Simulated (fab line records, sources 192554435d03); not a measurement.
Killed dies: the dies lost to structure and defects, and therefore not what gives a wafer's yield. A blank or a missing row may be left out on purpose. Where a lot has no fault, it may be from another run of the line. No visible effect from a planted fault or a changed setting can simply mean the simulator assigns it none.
Problem report, 8D (eight disciplines) form, completed by code ; flow n5-finfet ; the parts of the form that need people (team, actions taken, sign-off) are left out

== 1. WHAT IS WRONG ==
killed_at_M4_up at N5_PASSIVATION_PROBE_49 reads a mean of 137 on 6 wafers of 2 lots; wafers without a fault read 14 with a standard deviation of 5.5. That is +22 standard deviations from the usual mean.
Earliest sighting: wafer L844.2 on prober-01 at day 14 08:01. At this step, 6 wafers from 2 lots have a number in the record. Rule for "out" (also "out of limits"): further than 4 standard deviations from the usual mean. The other wafers with a number count as sound.

== 2. WHAT IT IS, AND WHAT IT ISN'T ==
question;is;is not
which readings at this step;killed_at_M4_up, defect-limited-yield, killed-dies, sort_bin_5_function, sort-n-pass, sort-yield-pct;killed_at_M0_to_M3, killed-at-contacts, killed-at-front-end, killed-at-other
which lots;L844, L845;-
which wafers of those lots;all that have a number;-
read on which tools;prober-01, prober-02;-
when;from day 14 08:01;up to then (0 sound wafers)

== 3. SUSPECTS, AND WHAT RULES EACH OUT ==
Counting: a tool stays on the suspect list if, at a process step up to the reading, it processed all lots that are out and no sound lot following the first of them.
- pvd-sputter-03 at N5_BEOL_M13_SPUTTER_44 (material Ta, target thk 10 nm, time 16.13 s): kept. It ran every lot that is out, first L844 (day 13 06:45), and no sound lot after that.
Left after counting: pvd-sputter-03 at N5_BEOL_M13_SPUTTER_44.

== 4. THE CAUSE (what the simulator had put in) ==
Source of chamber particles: pvd-sputter-03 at N5_BEOL_M13_SPUTTER_44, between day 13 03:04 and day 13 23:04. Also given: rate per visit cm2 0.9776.
Only this tool survived the counting.

== 5. SEQUENCE OF EFFECTS, ordered by route ==
Rows list readings where the struck wafers' mean (over those with a number) sits beyond 3 standard deviations from the usual. Only readings for which the record gives a usual standard deviation are gone through. hours: the time from each lot's start at the first step in this table that gives one to its start at this step, as a median over the lots. sigmas: the change in usual standard deviations.
hours;step;reading;usual;on struck wafers;change;sigmas
0;N5_PASSIVATION_PROBE_49;defect-limited-yield;91.0 %;82.1;-8.9;-5.9
0;N5_PASSIVATION_PROBE_49;killed_at_M4_up;14;137;+123;+22
0;N5_PASSIVATION_PROBE_49;killed-dies;106;211;+105;+5.8
0;N5_PASSIVATION_PROBE_49;sort_bin_5_function;5.3 %;11.6;+6.3;+6.3
0;N5_PASSIVATION_PROBE_49;sort-n-pass;1074;969;-105;-5.8
0;N5_PASSIVATION_PROBE_49;sort-yield-pct;91.0 %;82.1;-8.9;-5.9
Here are the process steps it includes:
- N5_PASSIVATION_PROBE_49

== 6. WHAT WOULD HAVE CAUGHT IT SOONER ==
First out-of-limits reading in this record: day 14 08:01, which is 29 hours after fault onset at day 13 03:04.
No tool reading at N5_BEOL_M13_SPUTTER_44 that has a usual standard deviation in the record was out on any struck wafer, so an alarm limit of 4 standard deviations on those readings would not have fired.
By day 14 08:01, every lot that is out (2) had started N5_BEOL_M13_SPUTTER_44 on pvd-sputter-03. Had the tool been put on hold then, not one of them would have been saved.
